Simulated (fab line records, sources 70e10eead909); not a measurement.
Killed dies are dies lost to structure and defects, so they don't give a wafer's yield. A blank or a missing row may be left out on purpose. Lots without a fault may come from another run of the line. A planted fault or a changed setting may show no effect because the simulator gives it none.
Chamber matching | flow nand_harc | NHARC_A_M1_DEP_33 on pecvd-02: 3 sister chambers
The step deposits SiCN, target thk 30 nm. 6 wafers are shown with their chamber, then 8 later ones without.

WAFERS WITH THEIR CHAMBER
wafer  | chamber | heater_power_outer_w (W) | heater_power_w (W)
L149.2 | 1       | 271                      | 474
L147.1 | 0       | 459                      | 730
L164.1 | 0       | 395                      | 659
L164.3 | 2       | 280                      | 507
L164.6 | 1       | 323                      | 557
L163.1 | 2       | 293                      | 514

WAFERS WITHOUT THEIR CHAMBER
wafer  | heater_power_outer_w (W) | heater_power_w (W)
L163.4 | 449                      | 710
L163.5 | 293                      | 529
L165.1 | 301                      | 546
L165.3 | 437                      | 693
L165.6 | 440                      | 703
L169.1 | 477                      | 738
L169.2 | 266                      | 498
L169.6 | 266                      | 476

WHICH CHAMBER EACH WENT THROUGH
wafer  | from the rows above     | in truth
L163.4 | 0                       | 0
L163.5 | can't be placed: 1 or 2 | 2
L165.1 | can't be placed: 1 or 2 | 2
L165.3 | 0                       | 0
L165.6 | 0                       | 0
L169.1 | 0                       | 0
L169.2 | can't be placed: 2 or 1 | 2
L169.6 | can't be placed: 2 or 1 | 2
Placed correctly: 4 of 8. Can't be placed from these rows: 4 (the true chamber is among the candidates in 4). Placed wrongly: 0.
How it was worked out, from the rows above alone: a wafer's distance from a chamber is the root of the sum, over the readings, of the square of ((its reading less the chamber's mean) divided by the reading's scatter). The wafer belongs to the nearest chamber; if the next one is less than 2 further off, it can't be placed. A chamber's mean is the mean of its shown wafers. The scatter: the root of (the sum of the squares of (reading less its chamber's mean) over the shown wafers, divided by (wafers less chambers)).
